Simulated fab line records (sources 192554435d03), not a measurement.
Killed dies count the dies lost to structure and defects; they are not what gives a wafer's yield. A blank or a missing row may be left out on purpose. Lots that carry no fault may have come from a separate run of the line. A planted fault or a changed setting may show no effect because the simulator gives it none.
Matching of chambers -- flow n5Finfet -- 3 sister chambers for N5_GATE_CUT_HM_DEP_46 on pecvd-03
The step deposits SiO2 from TEOS/O2, target thk 130 nm, time 26.6 s. 6 wafers are shown with their chamber, then 7 later ones without.

== EACH WAFER AND ITS CHAMBER ==
wafer,chamber,throttleValvePct (%),showerheadPlenumPTorr (Torr)
L087.1,0,19.8,8.31
L087.3,2,18.3,8.30
L088.4,1,18.3,8.38
L088.6,2,17.9,8.29
L092.1,0,19.7,8.33
L092.2,1,18.1,8.37

== WAFERS WITH NO CHAMBER GIVEN ==
wafer,throttleValvePct (%),showerheadPlenumPTorr (Torr)
L092.4,18.1,8.36
L095.3,19.9,8.32
L095.4,18.2,8.29
L095.6,18.2,8.39
L097.1,20.2,8.34
L097.3,18.6,8.28
L097.5,20.0,8.35

== EACH ONE'S CHAMBER ==
wafer,from the rows above,in truth
L092.4,1,1
L095.3,0,0
L095.4,2,2
L095.6,1,1
L097.1,0,0
L097.3,2,2
L097.5,0,0
Correct placement for 7 of the 7. Left unplaced by these rows: 0. Placed wrongly: 0.
How it was worked out, from the rows above alone: a wafer's distance from a chamber is the root of the sum, over the readings, of the square of ((its reading less the chamber's mean) divided by the reading's scatter). If the next closest chamber is less than 2 further off than the closest, the wafer can't be placed; otherwise it belongs to the closest. Each chamber's mean is taken over the wafers shown for it. The scatter is the square root of a quotient: the sum, over the shown wafers, of each reading's squared deviation from its chamber's mean, divided by wafers minus chambers.
